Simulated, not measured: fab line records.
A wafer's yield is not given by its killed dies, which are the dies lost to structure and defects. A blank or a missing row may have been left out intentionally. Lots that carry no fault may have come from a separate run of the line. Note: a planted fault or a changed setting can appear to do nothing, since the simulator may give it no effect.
Matching of chambers -- flow nand-harc -- NHARC_P_M2_CMP_23 on cmp-04 has 4 sister chambers
The step polishes, t overpolish 20 s, target thk 144.3 nm. 22 wafers are shown with their chamber, then 11 later ones without.

## EACH WAFER AND ITS CHAMBER
wafer,chamber,motor-current-A (A),time-to-endpoint-s (s)
L076.1,2,13.0,27.0
L076.4,1,10.1,29.2
L076.6,0,11.5,30.9
L080.2,0,12.3,30.0
L080.4,1,9.7,26.6
L080.6,2,13.1,29.4
L084.2,0,12.7,27.5
L084.3,2,12.8,27.7
L084.6,0,11.8,27.5
L086.2,1,9.9,28.0
L086.5,3,11.0,32.8
L086.6,2,12.5,26.3
L087.2,3,11.8,31.7
L087.3,2,12.4,29.8
L087.6,2,12.3,27.7
L088.1,1,9.5,25.7
L088.2,2,12.5,24.8
L088.5,2,13.1,27.8
L088.3,0,11.9,26.8
L088.4,3,11.7,32.8
L088.6,3,11.6,31.5
L091.1,1,10.4,31.0

SIGNATURES (means of the wafers above)
reading,chamber 0,chamber 1,chamber 2,chamber 3,scatter within a chamber
motor-current-A,12.040,9.920,12.713,11.525,0.372
time-to-endpoint-s,28.540,28.100,27.562,32.200,1.67
Rule: distance of a wafer from a chamber = root of the sum over the readings of ((wafer's reading minus chamber's mean) / reading's scatter) squared. If the next closest chamber is less than 2 further off than the closest, the wafer can't be placed; otherwise it belongs to the closest. The scatter: take each reading less its chamber's mean, square it, sum over the shown wafers, divide by the number of wafers less the number of chambers, and take the root.

## WAFERS WITH NO CHAMBER GIVEN
wafer,motor-current-A (A),time-to-endpoint-s (s)
L091.4,12.1,30.3
L091.6,11.8,33.8
L092.3,9.7,27.6
L092.4,12.7,24.2
L092.5,9.9,24.3
L094.4,9.5,28.8
L094.5,10.0,27.7
L094.6,12.7,26.6
L095.2,9.9,32.3
L095.4,12.4,31.8
L095.5,13.0,29.6

## WHICH CHAMBER EACH ONE RAN IN
wafer,from the rows above,in truth
L091.4,can't be placed: 0 or 3 or 2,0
L091.6,3,3
L092.3,1,1
L092.4,can't be placed: 2 or 0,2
L092.5,1,1
L094.4,1,1
L094.5,1,1
L094.6,can't be placed: 2 or 0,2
L095.2,can't be placed: 1 or 3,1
L095.4,can't be placed: 0 or 3 or 2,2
L095.5,can't be placed: 2 or 0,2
Correctly placed: 5 of 11. Can't be placed from these rows: 6 (the true chamber is among the candidates in 6). Placed wrongly: 0.
